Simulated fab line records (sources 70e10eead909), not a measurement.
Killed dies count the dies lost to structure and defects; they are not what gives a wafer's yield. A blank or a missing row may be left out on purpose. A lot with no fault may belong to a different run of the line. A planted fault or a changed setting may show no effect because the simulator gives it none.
Matching of chambers + flow nand-harc + NHARC_A_STAIRCASE_ETCHBACK_422 on rie-diel-01 has 4 sister chambers
The step etches the open film in CH3F/O2, target depth 40 nm, time 74.286 s. 8 wafers are shown with their chamber, then 7 later ones without.

WAFERS PAIRED WITH THEIR CHAMBERS
| wafer  | chamber | drypump-motor-current-A (A) | showerhead-plenum-p-Torr (Torr) |
|--------|---------|-----------------------------|---------------------------------|
| L075.2 | 1       | 5.4                         | 2.40                            |
| L082.2 | 3       | 5.9                         | 2.62                            |
| L082.5 | 0       | 5.6                         | 2.35                            |
| L082.6 | 3       | 5.9                         | 2.62                            |
| L093.3 | 0       | 5.7                         | 2.34                            |
| L093.5 | 2       | 6.1                         | 2.62                            |
| L094.3 | 2       | 6.1                         | 2.62                            |
| L094.4 | 1       | 5.4                         | 2.37                            |

WAFERS WHOSE CHAMBER IS MISSING
| wafer  | drypump-motor-current-A (A) | showerhead-plenum-p-Torr (Torr) |
|--------|-----------------------------|---------------------------------|
| L094.5 | 6.1                         | 2.62                            |
| L095.1 | 5.6                         | 2.33                            |
| L095.4 | 5.9                         | 2.60                            |
| L095.5 | 5.7                         | 2.33                            |
| L097.1 | 6.1                         | 2.62                            |
| L097.4 | 5.7                         | 2.33                            |
| L097.5 | 5.6                         | 2.33                            |

EACH ONE'S CHAMBER
| wafer  | from the rows above | in truth |
|--------|---------------------|----------|
| L094.5 | 2                   | 2        |
| L095.1 | 0                   | 0        |
| L095.4 | 3                   | 3        |
| L095.5 | 0                   | 0        |
| L097.1 | 2                   | 2        |
| L097.4 | 0                   | 0        |
| L097.5 | 0                   | 0        |
Placed correctly: 7 of 7. Number that these rows cannot place: 0. Wrongly placed: 0.
How it was worked out, from the rows above alone: a wafer's distance from a chamber is the root of the sum, over the readings, of the square of ((its reading less the chamber's mean) divided by the reading's scatter). If the next closest chamber is less than 2 further off than the closest, the wafer can't be placed; otherwise it belongs to the closest. A chamber's mean is the mean of its shown wafers. The scatter: take each reading less its chamber's mean, square it, sum over the shown wafers, divide by the number of wafers less the number of chambers, and take the root.
